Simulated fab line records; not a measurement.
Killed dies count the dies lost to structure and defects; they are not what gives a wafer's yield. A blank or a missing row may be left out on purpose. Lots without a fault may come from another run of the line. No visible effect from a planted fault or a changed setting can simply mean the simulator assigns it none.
Chamber matching ; flow nand harc ; rie diel-03 running NHARC_P_M2_DESCUM_14: 4 sister chambers
The step chemistry O2, time 3 s. 4 wafers are shown with their chamber, then 12 later ones without.

WAFERS PAIRED WITH THEIR CHAMBERS
wafer;chamber;showerhead plenum p Torr (Torr)
L084.6;0;1.99
L085.3;1;1.95
L085.4;3;1.92
L085.5;2;1.92

WAFERS MISSING THEIR CHAMBER
wafer;showerhead plenum p Torr (Torr)
L089.2;1.94
L089.5;1.99
L089.6;1.94
L090.1;1.92
L090.4;1.92
L090.5;1.92
L091.1;1.99
L091.3;1.92
L091.4;1.92
L094.1;1.94
L094.4;1.99
L094.6;1.92

THE CHAMBER EACH PASSED THROUGH
wafer;from the rows above;in truth
L089.2;1;1
L089.5;0;0
L089.6;1;1
L090.1;can't be placed: 2 or 3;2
L090.4;can't be placed: 2 or 3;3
L090.5;can't be placed: 2 or 3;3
L091.1;0;0
L091.3;can't be placed: 2 or 3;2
L091.4;can't be placed: 2 or 3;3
L094.1;1;1
L094.4;0;0
L094.6;can't be placed: 2 or 3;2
Correct placement for 6 of the 12. These rows do not allow placing 6 (true chamber among the candidates in 6). Placed wrongly: 0.
How it was worked out, from the rows above alone: a wafer's distance from a chamber is the root of the sum, over the readings, of the square of ((its reading less the chamber's mean) divided by the reading's scatter). If the next closest chamber is less than 2 further off than the closest, the wafer can't be placed; otherwise it belongs to the closest. A chamber's mean is the mean of its shown wafers. The scatter (one wafer shown for each chamber): square how far every hidden wafer sits from the nearest shown wafer, average those squares and take the square root.
